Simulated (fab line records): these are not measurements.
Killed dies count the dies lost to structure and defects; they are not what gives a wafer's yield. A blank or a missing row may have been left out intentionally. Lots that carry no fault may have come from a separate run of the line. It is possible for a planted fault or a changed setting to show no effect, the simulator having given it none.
Struck lot and sound lot, side by side    flow n5 finfet    15 steps out of a route of 1938
Sound: wafers L776.1, L776.3, L776.5. Struck: wafer L784.6 (left out: L784.1, a lot-mate that was not struck); the cause follows at the end.
Per side, at each step with rows, come the tool, then ch with its chambers, and then its first start. Under that, the readings that differ: sound wafers    struck wafers    difference of the means    sigmas: that difference in standard deviations of wafers without a fault.
alike: same words and numbers on both sides, and readings whose means sit less than 2 such deviations apart. not compared: any withheld reading, any reading some wafer has no value for, any bound like >300 that may hide the same value, and any number with overlapping values for which the record gives no deviation.
A row with sigmas, a row that says differs or no value, or rows on one side alone: a step with any of these is where the two part. Numbers that have no deviation but don't overlap get no sigmas and don't part them. Lack of a reading on every wafer of one side parts them only where that side has two or more wafers.

N5_DUMMY_GATE_ETCH_36: etches SiARC in CF4, target depth 13 nm.
  sound on rie diel-05 ch 1,3, day 3 09:29; struck on rie diel-05 ch 1, day 5 13:38
  alike: drypump motor current A, mfc ar sccm, oes product au, rf vpp V, showerhead plenum p Torr, throttle valve pct
  not compared: rf hours counter h
N5_DUMMY_GATE_ETCH_37: etches SOC in N2/H2, target depth 60 nm, overetch 30 nm.
  sound on rie diel-05 ch 1,3, day 3 09:32; struck on rie diel-05 ch 1, day 5 13:41
  alike: drypump motor current A, oes product au, rf vpp V, showerhead plenum p Torr, throttle valve pct
  not compared: rf hours counter h
then, 3 steps without rows for these wafers: N5_DUMMY_GATE_STRIP_38 (strips in N2/H2); N5_DUMMY_GATE_STRIP_39 (strips in N2/H2); N5_DUMMY_GATE_TRIM_49 (chemistry O2, time 29 s, target cd 14 nm).
N5_DUMMY_GATE_STRIP_40: strips in CF4.
  sound on rie diel-03 ch 0,3, day 3 09:43; struck on rie diel-05 ch 3, day 5 13:56
  alike: drypump motor current A, oes product au, rf vpp V, showerhead plenum p Torr, throttle valve pct
  not compared: rf hours counter h
N5_DUMMY_GATE_CD_MEAS_50 targets a cd of 14 nm.
  sound on cd sem-03, day 3 09:46; struck on cd sem-03, day 5 13:59
  alike: cd nm
then, 3 steps without rows for these wafers: N5_DUMMY_GATE_ETCH_31 (etches SiO2 in C4F6/O2, target depth 82.5 nm, time 27.5 s); N5_DUMMY_GATE_STRIP_41 (strips in O2); N5_DUMMY_GATE_HM_OPEN_21 (chemistry CH3F/O2, target SiNx, target depth 120 nm, time 171.4 s).
N5_DUMMY_GATE_ETCH_32: etches SiO2 in CF4, target depth 3.5 nm, time 3.9 s.
  sound on rie si-03 ch 2,3, day 3 10:04; struck on rie si-03 ch 2, day 5 14:25
  alike: drypump motor current A, oes product au, throttle valve pct
  not compared: rf hours counter h
N5_DUMMY_GATE_ETCH_23: etches poly-Si in HBr/Cl2/O2, target depth 41 nm, time 22.3 s.
  sound on rie si-03 ch 2,3, day 3 10:05; struck on rie si-03 ch 2, day 5 14:26
  alike: drypump motor current A, mfc cl2 sccm, oes product au, throttle valve pct
  not compared: rf hours counter h
N5_DUMMY_GATE_ETCH_44: etches poly-Si in HBr/O2, stops on SiO2, target depth 127.5 nm.
  sound on rie si-03 ch 2,3, day 3 10:09; struck on rie si-03 ch 2, day 5 14:30
reading                                      sound         struck  difference  sigmas
model.SiO2_of_DUMMY_GATE_ALD_02.thk nm (nm)  2 2 2         0       -2          
model.DUMMY_GATE.feature depth nm (nm)       73 72.8 71.4  73.4    +1.0        
  alike: drypump motor current A, oes product au, throttle valve pct
  not compared: rf hours counter h
N5_DUMMY_GATE_CD_MEAS_24 targets a cd of 15 nm.
  sound on cd sem-02, day 3 10:16; struck on cd sem-02, day 5 14:37
  alike: cd nm
-- the record jumps here: 5 days lie between the struck wafers' starts before and after (it left off in module DUMMY_GATE and takes up again in module BEOL_M4, whose first step shown is number 1111 of the route) --
N5_BEOL_M4_RC_MEAS_101:
  sound on prober-01 ch 0, day 8 13:43; struck on prober-02 ch 0, day 10 22:34
reading        sound           struck  difference  sigmas
SS_N (mV/dec)  71.8 71.8 71.4  70.3    -1.4        -2
  alike: DIBL_N, DIBL_P, IOFF_N, IOFF_P, ION_N, ION_P, SS_P, VT_N, VT_P

WHERE THEY PART
Only at N5_BEOL_M4_RC_MEAS_101, as far as this record shows.

WHY: the cause the simulator had injected
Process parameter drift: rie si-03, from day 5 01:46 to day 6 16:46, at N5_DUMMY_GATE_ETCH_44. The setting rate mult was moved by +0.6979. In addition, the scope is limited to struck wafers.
